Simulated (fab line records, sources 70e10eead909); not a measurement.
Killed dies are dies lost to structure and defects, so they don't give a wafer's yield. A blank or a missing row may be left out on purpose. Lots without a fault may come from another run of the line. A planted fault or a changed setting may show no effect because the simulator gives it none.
Chamber matching | flow nand_harc | NHARC_A_STAIRCASE_ALD_420 on ald_hk-01: 4 sister chambers
The step deposits SiO2, target thk 20 nm, pulse time 6 s, ald cycles 200. 8 wafers are shown with their chamber, then 10 later ones without.

WAFERS WITH THEIR CHAMBER
wafer  | chamber | heater_power_w (W) | precursor_pulse_height_rel
L074.6 | 3       | 476                | 1.017
L081.1 | 3       | 459                | 1.012
L081.6 | 2       | 435                | 0.983
L084.1 | 1       | 515                | 1.007
L084.3 | 0       | 475                | 1.011
L084.5 | 1       | 509                | 0.988
L088.2 | 2       | 438                | 1.021
L088.4 | 0       | 490                | 0.982

WAFERS WITHOUT THEIR CHAMBER
wafer  | heater_power_w (W) | precursor_pulse_height_rel
L088.6 | 520                | 0.978
L091.2 | 442                | 0.988
L091.3 | 500                | 0.975
L091.4 | 514                | 0.976
L092.4 | 448                | 1.002
L092.5 | 482                | 0.998
L092.6 | 479                | 0.996
L095.1 | 494                | 1.011
L095.3 | 445                | 1.009
L095.4 | 484                | 1.003

WHICH CHAMBER EACH WENT THROUGH
wafer  | from the rows above          | in truth
L088.6 | 1                            | 1
L091.2 | 2                            | 2
L091.3 | can't be placed: 1 or 0      | 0
L091.4 | 1                            | 1
L092.4 | can't be placed: 2 or 3      | 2
L092.5 | can't be placed: 0 or 3      | 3
L092.6 | can't be placed: 0 or 3      | 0
L095.1 | can't be placed: 0 or 1 or 3 | 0
L095.3 | can't be placed: 2 or 3      | 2
L095.4 | can't be placed: 0 or 3      | 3
Placed correctly: 3 of 10. Can't be placed from these rows: 7 (the true chamber is among the candidates in 7). Placed wrongly: 0.
How it was worked out, from the rows above alone: a wafer's distance from a chamber is the root of the sum, over the readings, of the square of ((its reading less the chamber's mean) divided by the reading's scatter). The wafer belongs to the nearest chamber; if the next one is less than 2 further off, it can't be placed. A chamber's mean is the mean of its shown wafers. The scatter: the root of (the sum of the squares of (reading less its chamber's mean) over the shown wafers, divided by (wafers less chambers)).
